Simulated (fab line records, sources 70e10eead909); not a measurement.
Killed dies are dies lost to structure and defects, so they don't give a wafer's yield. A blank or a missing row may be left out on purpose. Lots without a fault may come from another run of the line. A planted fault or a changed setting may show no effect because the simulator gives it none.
Which tool did it? | flow nand_harc | 19 lots, 57 wafers sampled, at 3 steps of a route of 1302

WHAT THE GAUGES READ, wafer by wafer
NHARC_A_CONTACT_INSPECT_71.
lot  | measured     | on                | raw_defect_count
L075 | day 22 08:16 | defect_inspect-02 | 49 47 53
L074 | day 22 08:33 | defect_inspect-01 | 125 120 105
L076 | day 22 23:11 | defect_inspect-01 | 87 93 107
L078 | day 22 23:32 | defect_inspect-01 | 107 111 118
L077 | day 23 16:47 | defect_inspect-02 | 76 72 67
L079 | day 24 11:26 | defect_inspect-02 | 79 82 86
L081 | day 25 09:01 | defect_inspect-01 | 61 53 72
L080 | day 25 12:25 | defect_inspect-02 | 107 114 107
L082 | day 25 17:50 | defect_inspect-02 | 24 27 31
L084 | day 26 08:39 | defect_inspect-02 | 11 12 11
L085 | day 26 15:30 | defect_inspect-01 | 119 143 122
L087 | day 27 03:11 | defect_inspect-02 | 61 69 54
L089 | day 27 19:20 | defect_inspect-02 | 88 96 102
L091 | day 28 00:31 | defect_inspect-01 | 100 108 92
L090 | day 28 05:43 | defect_inspect-02 | 99 91 101
L088 | day 28 08:50 | defect_inspect-02 | 65 61 62
L094 | day 30 03:53 | defect_inspect-02 | 36 38 40
L096 | day 30 15:38 | defect_inspect-02 | 31 39 39
L097 | day 31 08:50 | defect_inspect-02 | 34 44 46

WHICH TOOL RAN EACH LOT (tool, then ch and the chambers of the sampled wafers, then the start)
lot  | NHARC_A_CONTACT_ETCH_121             | NHARC_A_CONTACT_STRIP_55
L075 | har_cap_etch-02 ch 0,1, day 22 01:40 | rie_diel-01 ch 0,1,3, day 22 08:16 or earlier
L074 | har_cap_etch-03 ch 0,1, day 22 02:00 | rie_diel-11 ch 0,1,2, day 22 08:33 or earlier
L076 | har_cap_etch-03 ch 0,1, day 22 16:32 | rie_diel-11 ch 0,2,3, day 22 23:11 or earlier
L078 | har_cap_etch-02 ch 0,1, day 22 16:56 | rie_diel-11 ch 0,1,3, day 22 23:32 or earlier
L077 | har_cap_etch-03 ch 0,1, day 23 08:10 | rie_diel-11 ch 0,3, day 23 16:47 or earlier
L079 | har_cap_etch-01 ch 0, day 24 04:53   | rie_diel-05 ch 0,1, day 24 11:26 or earlier
L081 | har_cap_etch-01 ch 0,1, day 25 00:23 | rie_diel-11 ch 0,3, day 25 09:01 or earlier
L080 | har_cap_etch-03 ch 0,1, day 25 05:14 | rie_diel-11 ch 0,2, day 25 12:25 or earlier
L082 | har_cap_etch-01 ch 0,1, day 25 10:18 | rie_diel-11 ch 1,2,3, day 25 17:50 or earlier
L084 | har_cap_etch-01 ch 0,1, day 25 22:31 | rie_diel-01 ch 0,1, day 26 08:39 or earlier
L085 | har_cap_etch-03 ch 0,1, day 26 08:54 | rie_diel-05 ch 0,1,2, day 26 15:30 or earlier
L087 | har_cap_etch-03 ch 0,1, day 26 19:36 | rie_diel-05 ch 0,1,3, day 27 03:11 or earlier
L089 | har_cap_etch-03 ch 0,1, day 27 11:25 | rie_diel-01 ch 1,2, day 27 19:20 or earlier
L091 | har_cap_etch-01 ch 0,1, day 27 17:56 | rie_diel-01 ch 1,2,3, day 28 00:31 or earlier
L090 | har_cap_etch-02 ch 0,1, day 27 19:11 | rie_diel-05 ch 0,2,3, day 28 05:43 or earlier
L088 | har_cap_etch-03 ch 0,1, day 27 23:56 | rie_diel-01 ch 0,1,3, day 28 08:50 or earlier
L094 | har_cap_etch-01 ch 0,1, day 29 21:11 | rie_diel-11 ch 0,2,3, day 30 03:53 or earlier
L096 | har_cap_etch-01 ch 0,1, day 30 09:05 | rie_diel-01 ch 0,3, day 30 15:38 or earlier
L097 | har_cap_etch-03 ch 0,1, day 31 02:06 | rie_diel-05 ch 0,1,3, day 31 08:50 or earlier
- NHARC_A_CONTACT_ETCH_121: etches the open film in C4F8/O2/Ar, time 190 s, target depth 1850 nm.
- NHARC_A_CONTACT_STRIP_55: strips in O2.

WHAT THE TOOLS THEMSELVES READ (means of the sampled wafers that have a number; where no wafer has one, the mark that the record gives instead)
NHARC_A_CONTACT_ETCH_121.
lot  | tool            | chamber_pressure_mTorr (mTorr)
L075 | har_cap_etch-02 | 20.016
L074 | har_cap_etch-03 | 19.996
L076 | har_cap_etch-03 | 20.004
L078 | har_cap_etch-02 | 20.011
L077 | har_cap_etch-03 | 20.001
L079 | har_cap_etch-01 | 20.003
L081 | har_cap_etch-01 | 19.987
L080 | har_cap_etch-03 | 20.000
L082 | har_cap_etch-01 | 20.016
L084 | har_cap_etch-01 | 20.001
L085 | har_cap_etch-03 | 19.990
L087 | har_cap_etch-03 | 19.995
L089 | har_cap_etch-03 | 20.022
L091 | har_cap_etch-01 | 19.992
L090 | har_cap_etch-02 | 20.008
L088 | har_cap_etch-03 | 20.007
L094 | har_cap_etch-01 | 19.984
L096 | har_cap_etch-01 | 19.995
L097 | har_cap_etch-03 | 20.012

NHARC_A_CONTACT_STRIP_55.
lot  | tool        | chamber_pressure_mTorr (mTorr) | drypump_motor_current_A (A) | mfc_ar_sccm (sccm) | oes_product_au (a.u.) | rf_vpp_V (V) | showerhead_plenum_p_Torr (Torr) | throttle_valve_pct (%)
L075 | rie_diel-01 | 59.99                          | 5.7                         | 0.002              | 1.004                 | 57.6         | 3.44                            | 17.040
L074 | rie_diel-11 | 60.00                          | 5.8                         | 0.007              | 1.005                 | 57.5         | 3.46                            | 17.039
L076 | rie_diel-11 | 60.05                          | 5.4                         | 0.011              | 0.996                 | 57.7         | 3.58                            | 17.042
L078 | rie_diel-11 | 60.00                          | 5.5                         | 0.004              | 1.009                 | 57.1         | 3.57                            | 17.041
L077 | rie_diel-11 | 60.01                          | 5.2                         | 0.007              | 1.009                 | 58.6         | 3.69                            | 17.046
L079 | rie_diel-05 | 60.01                          | 5.3                         | 0.027              | 1.012                 | 58.8         | 3.60                            | 17.039
L081 | rie_diel-11 | 60.00                          | 5.2                         | 0.007              | 1.015                 | 58.0         | 3.68                            | 17.030
L080 | rie_diel-11 | 60.01                          | 5.5                         | 0.007              | 1.004                 | 57.8         | 3.59                            | 17.035
L082 | rie_diel-11 | 59.96                          | 5.7                         | 0.011              | 1.008                 | 57.1         | 3.43                            | 17.033
L084 | rie_diel-01 | 59.99                          | 5.5                         | 0.005              | 0.994                 | 57.5         | 3.39                            | 17.041
L085 | rie_diel-05 | 60.05                          | 5.6                         | 0.016              | 0.994                 | 57.4         | 3.60                            | 17.028
L087 | rie_diel-05 | 60.02                          | 5.3                         | 0.016              | 0.992                 | 58.7         | 3.66                            | 17.037
L089 | rie_diel-01 | 59.97                          | 6.0                         | 0.015              | 0.986                 | 57.2         | 3.35                            | 17.035
L091 | rie_diel-01 | 60.03                          | 5.8                         | 0.009              | 0.998                 | 58.1         | 3.42                            | 17.042
L090 | rie_diel-05 | 60.02                          | 5.4                         | 0.012              | 1.005                 | 58.1         | 3.61                            | 17.038
L088 | rie_diel-01 | 59.95                          | 5.7                         | 0.002              | 0.996                 | 56.8         | 3.42                            | 17.034
L094 | rie_diel-11 | 59.94                          | 5.4                         | 0.011              | 1.001                 | 57.5         | 3.56                            | 17.039
L096 | rie_diel-01 | 59.92                          | 5.9                         | 0.000              | 0.998                 | 56.9         | 3.44                            | 17.040
L097 | rie_diel-05 | 60.01                          | 5.3                         | 0.016              | 1.001                 | 58.0         | 3.64                            | 17.038

THE ANSWER, worked out from the rows above alone
Rule: what is usual is taken from the lots themselves. Put in order of their means at a reading, lots are off if they are a third of the lots or fewer, leave a main group of 4 or more, and stand apart from it by a gap of 3 or more times the standard deviation of the main group's means; of several such gaps the widest counts. A main group whose means are all the same, to the digits that the tables above print for the reading, isn't used. A lot without any number at a reading at which 4 lots or more have one is off too. The other lots that the step has rows for count as sound. The gauges are gone through in route order, then the tools' own readings, and for those a lot's mean is taken as printed above. The first step at which some lot is off is used, and at that step the reading that is off furthest; a lot without a number counts as furthest.
No lot is off at any reading shown: from this, nothing can be told.

WHAT THE SIMULATOR HAD PUT IN
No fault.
